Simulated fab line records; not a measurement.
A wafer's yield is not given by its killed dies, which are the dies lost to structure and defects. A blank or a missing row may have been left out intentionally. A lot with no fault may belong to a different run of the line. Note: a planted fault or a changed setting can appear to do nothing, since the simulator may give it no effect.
Split-lot study :: flow n5_finfet :: on a route of 1938 steps: 7 lots, 21 wafers read

== THE SPLIT ITSELF ==
At N5_MOL_CONTACT_COAG_VIA_ETCH_117 (etches SiO2 in C4F6/O2, target depth 40 nm, overetch 8 nm, time 26 s), the setting bias_w was moved away from the recipe's 455 W on 3 of the 21 wafers read, by -16.8% to +6.9%. All remaining wafers had this setting at the recipe value.

Reading taken at the split's own step.

== THE READING ==
rf_vpp_V, in V, at N5_MOL_CONTACT_COAG_VIA_ETCH_117 (etches SiO2 in C4F6/O2, target depth 40 nm, overetch 8 nm, time 26 s). Typical for fault-free wafers on this fab line: 1590 V, with standard deviation 12 V.

wafer: L078.2
tool, chamber at the split: rie_diel-04, 1
bias_w as run, W: 455
against the recipe: recipe
rf_vpp_V, V: 1590
against lot-mates on the recipe: -

wafer: L078.3
tool, chamber at the split: rie_diel-04, 3
bias_w as run, W: 455
against the recipe: recipe
rf_vpp_V, V: 1591
against lot-mates on the recipe: -

wafer: L078.4
tool, chamber at the split: rie_diel-04, 2
bias_w as run, W: 455
against the recipe: recipe
rf_vpp_V, V: 1568
against lot-mates on the recipe: -

wafer: L079.3
tool, chamber at the split: rie_diel-04, 3
bias_w as run, W: 455
against the recipe: recipe
rf_vpp_V, V: 1591
against lot-mates on the recipe: -

wafer: L079.4
tool, chamber at the split: rie_diel-04, 0
bias_w as run, W: 455
against the recipe: recipe
rf_vpp_V, V: 1582
against lot-mates on the recipe: -

wafer: L079.6
tool, chamber at the split: rie_diel-04, 2
bias_w as run, W: 455
against the recipe: recipe
rf_vpp_V, V: 1569
against lot-mates on the recipe: -

wafer: L085.2
tool, chamber at the split: rie_diel-05, 2
bias_w as run, W: 455
against the recipe: recipe
rf_vpp_V, V: 1584
against lot-mates on the recipe: -

wafer: L085.3
tool, chamber at the split: rie_diel-05, 3
bias_w as run, W: 455
against the recipe: recipe
rf_vpp_V, V: 1588
against lot-mates on the recipe: -

wafer: L085.6
tool, chamber at the split: rie_diel-05, 2
bias_w as run, W: 432.6
against the recipe: -4.9%
rf_vpp_V, V: 1524
against lot-mates on the recipe: -62

wafer: L088.2
tool, chamber at the split: rie_diel-04, 3
bias_w as run, W: 486.2
against the recipe: +6.9%
rf_vpp_V, V: 1671
against lot-mates on the recipe: +80

wafer: L088.3
tool, chamber at the split: rie_diel-04, 1
bias_w as run, W: 455
against the recipe: recipe
rf_vpp_V, V: 1590
against lot-mates on the recipe: -

wafer: L088.5
tool, chamber at the split: rie_diel-04, 3
bias_w as run, W: 455
against the recipe: recipe
rf_vpp_V, V: 1591
against lot-mates on the recipe: -

wafer: L089.1
tool, chamber at the split: rie_diel-04, 0
bias_w as run, W: 455
against the recipe: recipe
rf_vpp_V, V: 1581
against lot-mates on the recipe: -

wafer: L089.3
tool, chamber at the split: rie_diel-04, 1
bias_w as run, W: 455
against the recipe: recipe
rf_vpp_V, V: 1592
against lot-mates on the recipe: -

wafer: L089.5
tool, chamber at the split: rie_diel-04, 1
bias_w as run, W: 378.4
against the recipe: -16.8%
rf_vpp_V, V: 1384
against lot-mates on the recipe: -202

wafer: L090.3
tool, chamber at the split: rie_diel-05, 1
bias_w as run, W: 455
against the recipe: recipe
rf_vpp_V, V: 1608
against lot-mates on the recipe: -

wafer: L090.5
tool, chamber at the split: rie_diel-05, 0
bias_w as run, W: 455
against the recipe: recipe
rf_vpp_V, V: 1595
against lot-mates on the recipe: -

wafer: L090.6
tool, chamber at the split: rie_diel-05, 1
bias_w as run, W: 455
against the recipe: recipe
rf_vpp_V, V: 1607
against lot-mates on the recipe: -

wafer: L093.2
tool, chamber at the split: rie_diel-05, 3
bias_w as run, W: 455
against the recipe: recipe
rf_vpp_V, V: 1587
against lot-mates on the recipe: -

wafer: L093.3
tool, chamber at the split: rie_diel-05, 1
bias_w as run, W: 455
against the recipe: recipe
rf_vpp_V, V: 1607
against lot-mates on the recipe: -

wafer: L093.5
tool, chamber at the split: rie_diel-05, 1
bias_w as run, W: 455
against the recipe: recipe
rf_vpp_V, V: 1609
against lot-mates on the recipe: -

THE FIT
A straight line over all 21 wafers: rf_vpp_V changes by +12.3 V for each +1% of bias_w; r = +0.98; the points scatter about the line by 11 V.
The same after taking each lot's own level away (the mean of its wafers on the recipe; 21 wafers): +12 V for each +1%; r = +0.99; scatter 7.5 V.
That fit puts the effect of the largest move of bias_w on the reading at 2e+02 V.
From 1580.7 to 1603.3 V: that is the span of the lots' own levels, equal to 1.9 times the standard deviation above.
The two slopes are in agreement: the lot-to-lot level therefore moves the slope only a little.
Check: -203 V against its lot-mates is what the line predicts for one of the wafers moved furthest among these (-16.8%) when that wafer is left out of the fit. Against them it came out at -202 V.
Tool readings at the split's step, against how far the setting was moved: rf_vpp_V r = +0.98.

== FILE'S OWN FIT ==
rf_vpp_V changes by +12 V for each +1% of bias_w, r = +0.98.
